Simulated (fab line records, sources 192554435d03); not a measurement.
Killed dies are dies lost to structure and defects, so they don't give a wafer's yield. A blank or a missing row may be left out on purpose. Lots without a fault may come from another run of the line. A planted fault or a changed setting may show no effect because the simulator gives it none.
fab line records | flow n5_finfet
record lots=24 wafers=72 last_day=17
route steps=1938 shown BEOL_M6@1251 BEOL_M7@1310 BEOL_M8@1346
lots that met no fault: from a run of the same line without faults
start_h: hours from the record's first day to the start of the lot's first wafer shown | wait_h: hours since the lot's step before | " the same as in the row above | L1.1+2: a row that stands for several wafers | - no value, or no start given | * or withheld: withheld | < > ~ a bound
route shown NAME@n: a module of which the file shows steps, and the number in the route of the first | usual: mean/standard deviation of fault-free wafers | same: alike in all rows | chamber/n: place in a boat | sites: the reading at each site | _std_site: their standard deviation | _edge_site: outer sites' mean less inner sites' | radius_mm: how far each site lies from the wafer's centre | mask NAME#n: copy n | behind: the tool/chamber that last shaped the wafer | hold: why the lot was held/for how many hours/how that ended | device: the transistor (n, p or np) that didn't switch | end of line: the same wafers' tests at the end of the route | a step without rows: its recipe alone | killed: dies lost to structure and defects at the first sort, not the wafer's yield | map: a wafer's dies, x killed, . not, _ none there
set.NAME: the setting as run; set.NAME@STEP: as run at that earlier step | model.NAME: the simulator's own value behind a step, which no gauge read
steps of the route over a sample of lots; a table a step, a row a wafer
services: from which hour (start_h, from the record's first day; less than 0 if before it) a tool's chamber was out of use, for how many hours, and why
## steps
# step N5_BEOL_M6_ALD_77
# recipe material=TaN target_thk_a=20 temp_c=275 ald_precursor_family=PDMAT ald_co_reactant=NH3 pressure_torr=3 carrier_flow_sccm=1500 pulse_time_s=2 purge_time_s=3 co_reactant_purge_time_s=2 co_reactant_pulse_time_s=3 ald_cycles=40 precursor_vessel_temp_c=75 precursor_vessel_pressure_torr=26.25 precursor_vessel_carrier_sccm=1000
# usual heater_power_w=416/40 mfc_carrier_sccm=1500/4.4
# columns lot.wafer tool chamber start_h wait_h heater_power_w mfc_carrier_sccm
L074.2 ald_metal-04 2 193.92 0.1 399 1507
L074.3 " 3 " " 398 1499
L074.5 " 0 " " 466 1504
L076.1 ald_metal-04 3 196.48 0.1 391 1505
L076.2 " 0 " " 484 1501
L076.5 " 1 " " 435 1501
L075.2 ald_metal-04 0 206.04 0.0 475 1493
L075.3 " 3 " " 395 1502
L075.4 " 1 " " 426 1499
L077.1 ald_metal-01 2 207.87 0.3 432 1495
L077.2 " 3 " " 388 1503
L077.3 " 1 " " 422 1494
L078.2 ald_metal-04 0 213.64 0.0 472 1507
L078.3 " 3 " " 390 1499
L078.6 " 3 " " 380 1503
L079.1 ald_metal-04 3 222.29 0.3 392 1501
L079.4 " 0 " " 469 1498
L079.5 " 2 " " 393 1497
L080.2 ald_metal-01 3 224.90 0.0 384 1491
L080.3 " 1 " " 421 1498
L080.6 " 2 " " 421 1506
L081.1 ald_metal-01 2 238.07 0.1 430 1497
L081.3 " 0 " " 451 1504
L081.6 " 3 " " 381 1498
L083.1 ald_metal-03 3 242.69 0.0 448 1497
L083.2 " 0 " " 411 1507
L083.6 " 0 " " 405 1505
L082.2 ald_metal-03 3 248.11 0.0 455 1506
L082.3 " 0 " " 412 1496
L082.5 " 1 " " 400 1502
L084.2 ald_metal-04 1 250.15 0.0 438 1492
L084.3 " 2 " " 393 1500
L084.6 " 0 " " 485 1500
L085.1 ald_metal-04 1 268.90 0.0 439 1504
L085.2 " 0 " " 472 1506
L085.3 " 2 " " 386 1493
L088.1 ald_metal-04 0 271.56 0.1 492 1500
L088.4 " 2 " " 395 1497
L088.5 " 0 " " 477 1499
L086.3 ald_metal-03 3 275.74 0.0 448 1503
L086.5 " 3 " " 440 1502
L086.6 " 2 " " 310 1506
L087.3 ald_metal-03 0 276.32 0.1 411 1505
L087.4 " 1 " " 405 1502
L087.5 " 3 " " 448 1499
L091.2 ald_metal-04 2 278.70 0.0 386 1494
L091.3 " 0 " " 485 1507
L091.6 " 3 " " 389 1505
L090.3 ald_metal-01 3 282.57 0.1 376 1501
L090.4 " 0 " " 446 1503
L090.5 " 3 " " 376 1507
L089.1 ald_metal-04 3 282.78 0.1 383 1500
L089.2 " 1 " " 425 1500
L089.6 " 1 " " 432 1501
L092.1 ald_metal-03 3 299.60 0.3 438 1506
L092.2 " 0 " " 417 1498
L092.5 " 0 " " 412 1503
L093.1 ald_metal-04 0 306.97 0.1 476 1489
L093.2 " 3 " " 387 1499
L093.5 " 0 " " 484 1500
L094.1 ald_metal-04 0 308.98 0.0 484 1502
L094.2 " 2 " " 388 1499
L094.4 " 1 " " 439 1499
L095.1 ald_metal-01 0 310.37 0.1 447 1499
L095.3 " 3 " " 377 1499
L095.6 " 0 " " 443 1502
L097.1 ald_metal-01 3 329.49 0.2 388 1488
L097.4 " 2 " " 431 1496
L097.6 " 1 " " 426 1495
L096.2 ald_metal-04 2 330.64 0.3 376 1500
L096.5 " 3 " " 383 1499
L096.6 " 0 " " 480 1499
# step N5_BEOL_M6_SPUTTER_48
# recipe material=Cu target_thk_a=100 temp_c=-20 bias_v=60 power_w=26000 chamber_pressure_pa=0.13 time_s=1.667
# usual bias_v=60.1/0.66 throttle_valve_pct=30.1/0.65
# columns lot.wafer tool chamber start_h wait_h bias_v throttle_valve_pct
L074.2 pvd_sputter-02 - 195.97 0.1 61.5 30.5
L074.3 " - " " 59.7 30.2
L074.5 " - " " 59.7 30.1
L076.1 pvd_sputter-01 - 197.07 0.1 59.0 29.9
L076.2 " - " " 59.8 30.8
L076.5 " - " " 60.9 30.6
L075.2 pvd_sputter-01 - 206.66 0.1 59.7 29.4
L075.3 " - " " 60.3 29.8
L075.4 " - " " 60.1 30.5
L077.1 pvd_sputter-03 - 209.53 0.1 60.6 30.5
L077.2 " - " " 60.6 30.1
L077.3 " - " " 59.9 28.6
L078.2 pvd_sputter-02 - 214.20 0.1 60.3 31.0
L078.3 " - " " 60.2 30.3
L078.6 " - " " 59.9 29.2
L079.1 pvd_sputter-03 - 223.98 0.1 60.4 30.8
L079.4 " - " " 59.0 30.1
L079.5 " - " " 59.6 30.2
L080.2 pvd_sputter-03 - 227.00 0.1 60.4 30.9
L080.3 " - " " 60.5 30.1
L080.6 " - " " 60.3 30.6
L081.1 pvd_sputter-03 - 239.07 0.3 59.7 30.0
L081.3 " - " " 60.7 28.8
L081.6 " - " " 59.5 30.6
L083.1 pvd_sputter-03 - 243.49 0.2 59.9 30.8
L083.2 " - " " 61.3 30.1
L083.6 " - " " 61.3 28.7
L082.2 pvd_sputter-01 - 250.21 0.1 60.7 30.5
L082.3 " - " " 61.1 29.7
L082.5 " - " " 60.9 29.3
L084.2 pvd_sputter-01 - 250.65 0.1 60.7 30.6
L084.3 " - " " 60.3 30.4
L084.6 " - " " 60.4 30.6
L085.1 pvd_sputter-02 - 270.73 0.1 60.7 29.0
L085.2 " - " " 60.7 30.2
L085.3 " - " " 59.7 30.8
L088.1 pvd_sputter-01 - 272.18 0.1 61.5 29.4
L088.4 " - " " 59.0 30.7
L088.5 " - " " 60.2 30.6
L086.3 pvd_sputter-02 - 277.30 0.8 59.9 30.7
L086.5 " - " " 59.4 30.1
L086.6 " - " " 61.5 30.0
L087.3 pvd_sputter-02 - 277.96 0.3 61.2 30.1
L087.4 " - " " 59.9 31.0
L087.5 " - " " 60.3 31.1
L091.2 pvd_sputter-03 - 279.16 0.1 59.6 28.8
L091.3 " - " " 60.1 30.4
L091.6 " - " " 59.3 30.7
L090.3 pvd_sputter-02 - 283.43 0.1 59.8 29.9
L090.4 " - " " 59.8 30.3
L090.5 " - " " 59.9 30.1
L089.1 pvd_sputter-02 - 283.59 0.2 59.9 29.8
L089.2 " - " " 58.8 30.2
L089.6 " - " " 60.0 29.3
L092.1 pvd_sputter-03 - 301.96 0.1 60.0 30.0
L092.2 " - " " 59.6 30.7
L092.5 " - " " 60.9 28.4
L093.1 pvd_sputter-01 - 309.06 0.1 60.2 30.7
L093.2 " - " " 60.0 29.5
L093.5 " - " " 59.7 30.3
L094.1 pvd_sputter-03 - 309.47 0.1 60.8 30.1
L094.2 " - " " 61.3 28.8
L094.4 " - " " 60.8 30.7
L095.1 pvd_sputter-01 - 312.18 0.1 58.6 29.3
L095.3 " - " " 60.9 30.4
L095.6 " - " " 61.0 30.5
L097.1 pvd_sputter-01 - 330.13 0.2 60.9 30.5
L097.4 " - " " 58.4 29.3
L097.6 " - " " 60.3 30.4
L096.2 pvd_sputter-03 - 332.63 0.1 59.3 30.8
L096.5 " - " " 59.6 30.5
L096.6 " - " " 59.9 28.8
# step N5_BEOL_M7_STRIP_80
# recipe chemistry=N2/H2 time_s=10 power_w=450 temp_c=40 pressure_mtorr=20 rf_frequency_hz=6e+07 bias_power_w=7 n2_flow_sccm=200 h2_flow_sccm=200
# usual drypump_motor_current_A=5.8/0.41 oes_product_au=0.80/0.066 rf_vpp_V=59.2/0.79 showerhead_plenum_p_Torr=2.55/0.087 throttle_valve_pct=23.61/0.24
# columns lot.wafer tool chamber start_h wait_h drypump_motor_current_A oes_product_au rf_hours_counter_h rf_vpp_V showerhead_plenum_p_Torr throttle_valve_pct
L074.2 rie_diel-05 1 - - 6.1 0.78 115 59.3 2.44 23.61
L074.3 " 0 " " 5.9 0.94 15 59.5 2.60 23.81
L074.5 " 0 " " 5.9 0.93 - 59.6 2.60 23.79
L076.1 rie_diel-05 1 - - 6.1 0.77 117 57.5 2.44 23.59
L076.2 " 0 " " 5.9 0.93 17 59.5 2.60 23.82
L076.5 " 3 " " 6.2 0.72 - 59.1 2.61 23.69
L075.2 rie_diel-04 3 - - 5.7 0.94 8 60.3 2.69 23.31
L075.3 " 1 " " 5.9 0.84 60 60.6 2.69 23.75
L075.4 " 0 " " 5.1 0.75 166 58.0 2.51 23.33
L077.1 rie_diel-01 3 - - 6.0 0.77 162 57.8 2.53 23.23
L077.2 " 2 " " 5.1 0.79 116 60.8 2.44 23.75
L077.3 " 1 " " 6.3 0.82 74 59.3 2.47 23.62
L078.2 rie_diel-01 2 - - 5.1 0.80 118 58.5 2.44 23.76
L078.3 " 1 " " 6.4 0.82 75 58.0 2.47 23.62
L078.6 " 3 " " 6.0 0.76 - 57.8 2.53 23.22
L079.1 rie_diel-05 2 - - 5.3 0.78 123 59.1 2.57 23.95
L079.4 " 3 " " 6.2 0.70 238 59.1 2.61 23.69
L079.5 " 0 " " 5.9 0.91 - 59.1 2.60 23.84
L080.2 rie_diel-05 1 - - 6.1 0.77 125 61.3 2.44 23.62
L080.3 " 0 " " 5.9 0.90 25 60.0 2.59 23.81
L080.6 " 0 " " 5.9 0.92 - 59.6 2.60 23.83
L081.1 rie_diel-04 2 - - 5.6 0.88 32 59.6 2.69 23.04
L081.3 " 1 " " 5.8 0.83 70 59.5 2.68 23.76
L081.6 " 2 " " 5.6 0.88 - 59.3 2.69 23.05
L083.1 rie_diel-05 2 - - 5.3 0.77 128 59.8 2.57 23.94
L083.2 " 0 " " 5.9 0.90 29 59.1 2.59 23.82
L083.6 " 3 " " 6.2 0.71 - 59.1 2.60 23.69
L082.2 rie_diel-04 0 - - 5.1 0.75 179 59.1 2.51 23.33
L082.3 " 3 " " 5.7 0.90 22 59.7 2.68 23.35
L082.5 " 1 " " 5.8 0.82 - 58.9 2.68 23.77
L084.2 rie_diel-01 0 - - 6.1 0.73 206 60.3 2.62 23.68
L084.3 " 1 " " 6.3 0.82 90 59.1 2.46 23.65
L084.6 " 1 " " 6.3 0.81 - 57.1 2.46 23.65
L088.1 rie_diel-04 2 - - 5.6 0.88 36 60.1 2.69 23.04
L088.4 " 3 " " 5.7 0.89 30 59.4 2.68 23.35
L088.5 " 0 " " 5.1 0.74 - 59.1 2.50 23.36
L085.1 rie_diel-01 2 - - 5.2 0.76 138 59.7 2.43 23.76
L085.2 " 0 " " 6.1 0.73 214 59.9 2.61 23.68
L085.3 " 1 " " 6.4 0.80 98 58.7 2.46 23.66
L086.3 rie_diel-05 1 - - 6.2 0.75 139 59.3 2.43 23.64
L086.5 " 1 " " 6.1 0.76 - 58.5 2.43 23.64
L086.6 " 2 " " 5.3 0.76 - 59.2 2.56 23.93
L087.3 rie_diel-01 2 - - 5.1 0.77 140 60.2 2.43 23.78
L087.4 " 3 " " 6.0 0.75 186 60.5 2.52 23.26
L087.5 " 2 " " 5.2 0.77 - 58.8 2.43 23.80
L091.2 rie_diel-05 1 - - 6.1 0.76 140 58.4 2.43 23.64
L091.3 " 2 " " 5.3 0.76 139 58.3 2.56 23.95
L091.6 " 2 " " 5.3 0.76 - 58.4 2.56 23.95
L090.3 rie_diel-01 3 - - 6.0 0.74 187 58.6 2.52 23.25
L090.4 " 1 " " 6.3 0.80 101 58.7 2.46 23.67
L090.5 " 0 " " 6.1 0.71 - 59.3 2.61 23.69
L089.1 rie_diel-05 2 - - 5.3 0.76 142 60.3 2.56 23.94
L089.2 " 1 " " 6.1 0.75 144 60.3 2.43 23.65
L089.6 " 2 " " 5.3 0.76 - 59.6 2.56 23.95
L092.1 rie_diel-04 1 - - 5.9 0.81 90 58.7 2.67 23.79
L092.2 " 2 " " 5.6 0.87 45 59.4 2.68 23.09
L092.5 " 3 " " 5.7 0.87 - 60.2 2.68 23.37
L094.1 rie_diel-01 3 - - 6.0 0.74 196 58.8 2.51 23.27
L094.2 " 2 " " 5.2 0.76 150 60.1 2.43 23.78
L094.4 " 1 " " 6.3 0.78 110 58.6 2.46 23.67
L093.1 rie_diel-01 1 - - 6.3 0.78 110 58.9 2.46 23.67
L093.2 " 0 " " 6.2 0.71 225 58.9 2.61 23.68
L093.5 " 3 " " 6.0 0.74 - 58.8 2.51 23.26
L095.1 rie_diel-01 2 - - 5.2 0.76 151 58.7 2.43 23.79
L095.3 " 1 " " 6.3 0.79 111 59.7 2.46 23.68
L095.6 " 3 " " 6.0 0.74 - 59.1 2.51 23.27
L097.1 rie_diel-04 0 - - 5.1 0.72 203 59.7 2.49 23.35
L097.4 " 1 " " 5.9 0.80 97 57.7 2.67 23.79
L097.6 " 1 " " 5.9 0.81 - 60.1 2.67 23.79
L096.2 rie_diel-05 2 - - 5.3 0.75 157 58.8 2.56 23.98
L096.5 " 3 " " 6.2 0.97 - 59.5 2.60 23.34
L096.6 " 0 " " 5.9 0.86 - 58.6 2.58 23.87
# step N5_BEOL_M7_INSPECT_58
# recipe inspect_instrument=darkfield mode=post_dep
# usual raw_defect_count=69/22
# columns lot.wafer tool chamber start_h wait_h raw_defect_count
L074.2 defect_inspect-02 - 203.78 0.0 44
L074.3 " - " " 56
L074.5 " - " " 87
L076.1 defect_inspect-02 - 209.49 0.0 36
L076.2 " - " " 84
L076.5 " - " " 50
L075.2 defect_inspect-02 - 216.17 0.0 123
L075.3 " - " " 144
L075.4 " - " " 76
L077.1 defect_inspect-02 - 217.62 0.0 65
L077.2 " - " " 30
L077.3 " - " " 60
L078.2 defect_inspect-02 - 222.15 0.0 84
L078.3 " - " " 67
L078.6 " - " " 47
L079.1 defect_inspect-02 - 232.44 0.0 60
L079.4 " - " " 118
L079.5 " - " " 90
L080.2 defect_inspect-02 - 236.70 0.0 108
L080.3 " - " " 68
L080.6 " - " " 85
L081.1 defect_inspect-02 - 248.48 0.0 53
L081.3 " - " " 120
L081.6 " - " " 106
L083.1 defect_inspect-02 - 251.86 0.0 112
L083.2 " - " " 91
L083.6 " - " " 59
L082.2 defect_inspect-02 - 259.99 0.0 82
L082.3 " - " " 84
L082.5 " - " " 81
L084.2 defect_inspect-02 - 260.26 0.0 61
L084.3 " - " " 48
L084.6 " - " " 53
L088.1 defect_inspect-02 - 282.51 0.0 68
L088.4 " - " " 78
L088.5 " - " " 44
L085.1 defect_inspect-01 - 282.79 0.0 40
L085.2 " - " " 57
L085.3 " - " " 49
L086.3 defect_inspect-02 - 284.47 0.0 101
L086.5 " - " " 71
L086.6 " - " " 84
L087.3 defect_inspect-02 - 285.90 0.0 101
L087.4 " - " " 63
L087.5 " - " " 63
L091.2 defect_inspect-02 - 286.53 0.0 58
L091.3 " - " " 31
L091.6 " - " " 32
L090.3 defect_inspect-02 - 291.35 0.0 53
L090.4 " - " " 74
L090.5 " - " " 48
L089.1 defect_inspect-02 - 294.64 0.0 43
L089.2 " - " " 33
L089.6 " - " " 29
L092.1 defect_inspect-02 - 312.84 0.0 89
L092.2 " - " " 64
L092.5 " - " " 59
L094.1 defect_inspect-02 - 317.95 0.0 112
L094.2 " - " " 63
L094.4 " - " " 118
L093.1 defect_inspect-02 - 319.77 0.0 60
L093.2 " - " " 65
L093.5 " - " " 50
L095.1 defect_inspect-02 - 323.74 0.0 79
L095.3 " - " " 58
L095.6 " - " " 60
L097.1 defect_inspect-01 - 339.26 0.0 68
L097.4 " - " " 65
L097.6 " - " " 51
L096.2 defect_inspect-02 - 340.13 0.0 68
L096.5 " - " " 79
L096.6 " - " " 80
# step N5_BEOL_M8_OVL_MEAS_12
# recipe points_per_wafer=44
# usual M8_OVL=-0.6/0.78
# columns lot.wafer tool chamber start_h wait_h M8_OVL[nm]
L074.2 overlay-01 0 205.90 0.0 -2.0
L074.3 " 0 " " 0.1
L074.5 " 0 " " 0.0
L076.1 overlay-01 0 213.23 0.0 -1.3
L076.2 " 0 " " -0.7
L076.5 " 0 " " -1.1
L075.2 overlay-02 0 218.13 0.0 -0.8
L075.3 " 0 " " -1.2
L075.4 " 0 " " -1.0
L077.1 overlay-02 0 220.17 0.0 -1.6
L077.2 " 0 " " -1.4
L077.3 " 0 " " -0.3
L078.2 overlay-02 0 224.61 0.0 -1.8
L078.3 " 0 " " -1.8
L078.6 " 0 " " -1.7
L079.1 overlay-02 0 233.88 0.0 0.9
L079.4 " 0 " " 1.7
L079.5 " 0 " " 1.0
L080.2 overlay-02 0 238.49 0.0 0.2
L080.3 " 0 " " -0.3
L080.6 " 0 " " -0.3
L081.1 overlay-02 0 251.05 0.0 -0.4
L081.3 " 0 " " -0.2
L081.6 " 0 " " 0.3
L083.1 overlay-01 0 254.14 0.0 0.3
L083.2 " 0 " " -0.5
L083.6 " 0 " " 0.4
L082.2 overlay-01 0 261.72 0.0 -1.7
L082.3 " 0 " " -0.5
L082.5 " 0 " " -0.2
L084.2 overlay-02 0 264.85 0.0 -1.4
L084.3 " 0 " " -1.1
L084.6 " 0 " " -1.7
L088.1 overlay-01 0 284.46 0.0 -2.1
L088.4 " 0 " " -0.5
L088.5 " 0 " " -1.0
L085.1 overlay-02 0 284.68 0.0 0.4
L085.2 " 0 " " -0.2
L085.3 " 0 " " -1.3
L086.3 overlay-02 0 286.10 0.0 0.5
L086.5 " 0 " " 0.5
L086.6 " 0 " " 0.4
L087.3 overlay-01 0 288.25 0.0 -0.5
L087.4 " 0 " " -1.6
L087.5 " 0 " " -0.2
L091.2 overlay-02 0 288.41 0.0 -1.3
L091.3 " 0 " " 0.1
L091.6 " 0 " " -0.9
L090.3 overlay-01 0 293.37 0.0 -0.7
L090.4 " 0 " " -0.1
L090.5 " 0 " " 0.3
L089.1 overlay-02 0 296.90 0.0 -1.1
L089.2 " 0 " " -2.4
L089.6 " 0 " " -1.4
L092.1 overlay-01 0 315.93 0.0 -0.7
L092.2 " 0 " " -0.1
L092.5 " 0 " " 0.6
L094.1 overlay-02 0 319.81 0.0 -0.7
L094.2 " 0 " " -1.1
L094.4 " 0 " " -1.9
L093.1 overlay-01 0 322.07 0.0 -0.4
L093.2 " 0 " " 0.2
L093.5 " 0 " " -0.4
L095.1 overlay-02 0 325.01 0.0 -0.3
L095.3 " 0 " " -0.4
L095.6 " 0 " " -1.2
L097.1 overlay-02 0 342.10 0.0 -0.4
L097.4 " 0 " " -1.5
L097.6 " 0 " " -0.5
L096.2 overlay-02 0 342.34 0.0 -0.8
L096.5 " 0 " " 0.1
L096.6 " 0 " " -0.7
# step N5_BEOL_M8_STRIP_67
# recipe chemistry=CF4 resist=SiARC power_w=300 bias_power_w=75 pressure_mtorr=50 cf4_flow_sccm=150 rf_frequency_hz=6e+07
# usual drypump_motor_current_A=5.62/0.29 oes_product_au=0.78/0.1 rf_vpp_V=271.1/1.6 showerhead_plenum_p_Torr=1.80/0.061 throttle_valve_pct=13.7/0.3
# columns lot.wafer tool chamber start_h wait_h drypump_motor_current_A oes_product_au rf_hours_counter_h rf_vpp_V showerhead_plenum_p_Torr throttle_valve_pct
L074.2 rie_diel-03 3 206.20 0.0 5.92 0.84 60 272.8 1.90 13.5
L074.3 " 2 " " 6.08 0.70 231 271.1 1.79 13.6
L074.5 " 3 " " 5.91 0.84 - 273.4 1.90 13.5
L076.1 rie_diel-06 2 213.52 0.0 6.27 0.95 6 273.0 1.91 13.4
L076.2 " 1 " " 5.41 0.73 219 272.0 1.77 13.9
L076.5 " 3 " " 5.23 0.73 - 268.6 1.72 13.5
L075.2 rie_diel-06 2 218.43 0.0 6.27 0.94 7 273.3 1.91 13.4
L075.3 " 1 " " 5.41 0.72 220 271.9 1.77 13.9
L075.4 " 3 " " 5.21 0.72 181 268.4 1.72 13.4
L077.1 rie_diel-02 2 220.54 0.0 5.37 0.71 241 270.9 1.78 13.7
L077.2 " 3 " " 5.55 0.72 222 270.5 1.77 14.1
L077.3 " 0 " " 5.62 0.69 230 269.2 1.79 13.8
L078.2 rie_diel-06 3 225.21 0.0 5.23 0.73 184 269.6 1.72 13.5
L078.3 " 1 " " 5.42 0.72 222 272.9 1.77 13.9
L078.6 " 1 " " 5.45 0.72 - 271.1 1.77 13.9
L079.1 rie_diel-03 1 234.22 0.0 5.27 0.70 211 273.7 1.85 13.7
L079.4 " 3 " " 5.91 0.84 69 272.6 1.90 13.5
L079.5 " 0 " " 5.55 0.75 - 270.2 1.72 13.7
L080.2 rie_diel-06 0 238.79 0.0 5.81 0.72 198 272.7 1.84 13.7
L080.3 " 3 " " 5.26 0.72 188 268.6 1.72 13.5
L080.6 " 3 " " 5.30 0.73 - 269.2 1.72 13.5
L081.1 rie_diel-06 0 251.40 0.0 5.81 0.72 203 271.4 1.84 13.7
L081.3 " 1 " " 5.44 0.72 232 270.2 1.77 14.0
L081.6 " 0 " " 5.81 0.72 - 274.3 1.84 13.7
L083.1 rie_diel-02 0 255.03 0.0 5.61 0.69 245 271.2 1.79 13.8
L083.2 " 1 " " 5.86 0.71 237 272.5 1.86 14.0
L083.6 " 1 " " 5.87 0.71 - 272.5 1.86 14.0
L082.2 rie_diel-03 1 262.01 0.0 5.27 0.68 222 273.1 1.85 13.7
L082.3 " 0 " " 5.57 0.74 180 268.6 1.72 13.7
L082.5 " 3 " " 5.90 0.82 - 273.6 1.89 13.5
L084.2 rie_diel-03 3 265.15 0.0 5.92 0.82 80 272.9 1.89 13.5
L084.3 " 1 " " 5.28 0.69 222 273.8 1.85 13.8
L084.6 " 0 " " 5.56 0.75 - 269.9 1.72 13.7
L088.1 rie_diel-02 2 284.77 0.0 5.36 0.98 7 270.4 1.77 13.2
L088.4 " 1 " " 5.87 0.70 - 271.4 1.85 14.0
L088.5 " 3 " " 5.59 0.70 - 271.2 1.77 14.2
L085.1 rie_diel-06 1 284.98 0.0 5.37 0.71 244 269.2 1.77 14.0
L085.2 " 0 " " 5.81 0.71 215 272.0 1.84 13.8
L085.3 " 3 " " 5.22 0.72 205 269.4 1.71 13.5
L086.3 rie_diel-06 3 286.39 0.0 5.24 0.71 206 269.0 1.71 13.5
L086.5 " 1 " " 5.40 0.70 - 271.9 1.77 14.0
L086.6 " 0 " " 5.80 0.70 - 272.9 1.84 13.8
L087.3 rie_diel-02 3 288.63 0.0 5.53 0.71 251 271.0 1.77 14.2
L087.4 " 2 " " 5.44 0.97 - 269.8 1.77 13.2
L087.5 " 3 " " 5.55 0.70 - 272.0 1.77 14.2
L091.2 rie_diel-06 3 288.74 0.0 5.21 0.71 207 269.3 1.71 13.5
L091.3 " 1 " " 5.41 0.71 246 270.4 1.77 14.0
L091.6 " 1 " " 5.42 0.71 - 270.0 1.77 14.0
L090.3 rie_diel-03 2 293.69 0.0 6.11 0.95 1 270.5 1.78 13.1
L090.4 " 3 " " 5.91 0.82 93 273.7 1.89 13.6
L090.5 " 0 " " 5.54 0.74 - 269.0 1.71 13.7
L089.1 rie_diel-03 2 297.24 0.0 6.11 0.96 2 271.6 1.78 13.1
L089.2 " 0 " " 5.55 0.73 194 268.5 1.71 13.7
L089.6 " 2 " " 6.08 0.94 - 271.1 1.78 13.1
L092.1 rie_diel-02 1 316.22 0.0 5.86 0.69 261 272.2 1.85 14.0
L092.2 " 2 " " 5.36 0.93 21 271.5 1.77 13.2
L092.5 " 2 " " 5.36 0.93 - 270.3 1.77 13.2
L094.1 rie_diel-02 2 320.34 0.0 5.36 0.94 23 270.9 1.77 13.2
L094.2 " 3 " " 5.57 0.69 265 268.2 1.76 14.2
L094.4 " 3 " " 5.57 0.69 - 270.6 1.76 14.2
L093.1 rie_diel-02 0 322.37 0.0 5.54 0.94 3 268.0 1.79 13.3
L093.2 " 2 " " 5.43 0.93 24 271.5 1.77 13.2
L093.5 " 3 " " 5.56 0.70 - 270.0 1.76 14.2
L095.1 rie_diel-02 0 325.77 0.0 5.63 0.94 5 269.8 1.78 13.3
L095.3 " 0 " " 5.65 0.94 - 269.2 1.79 13.3
L095.6 " 2 " " 5.38 0.92 - 268.8 1.77 13.2
L097.1 rie_diel-06 3 342.40 0.0 5.19 0.69 229 268.7 1.70 13.5
L097.4 " 0 " " 5.79 0.70 240 271.4 1.83 13.8
L097.6 " 3 " " 5.22 0.69 - 270.1 1.70 13.6
L096.2 rie_diel-02 1 342.64 0.0 5.88 0.98 5 271.4 1.85 13.4
L096.5 " 1 " " 5.84 0.97 - 272.6 1.85 13.4
L096.6 " 0 " " 5.59 0.91 - 271.1 1.78 13.3
## services
# columns tool chamber start_h hours kind
rie_diel-02 3 185.18 6.4 repair
ald_metal-01 - 190.92 8.7 pm
rie_diel-04 0 202.29 6.5 repair
ald_metal-01 - 202.60 1.7 repair
rie_diel-05 2 205.97 1.6 repair
ald_metal-01 2 210.73 4.0 repair
rie_diel-05 - 216.89 0.8 repair
rie_diel-03 3 225.89 3.9 repair
rie_diel-04 2 233.69 4.1 repair
rie_diel-02 2 241.87 - clean
rie_diel-02 2 241.87 - consumable_replace:focus_ring
rie_diel-02 2 241.87 24.2 scheduled_down
rie_diel-02 2 241.87 24.2 vent_cycle
ald_metal-01 2 242.19 2.9 repair
ald_metal-04 - 242.66 2.8 pm
rie_diel-04 2 252.40 19.3 repair
rie_diel-05 3 276.30 - clean
rie_diel-05 3 276.30 - consumable_replace:focus_ring
rie_diel-05 3 276.30 31.9 scheduled_down
rie_diel-05 3 276.30 31.9 vent_cycle
rie_diel-06 2 279.68 6.7 repair
ald_metal-03 - 322.57 8.7 pm
rie_diel-01 2 332.04 7.0 repair
ald_metal-03 - 337.36 14.0 pm
## key
fault none
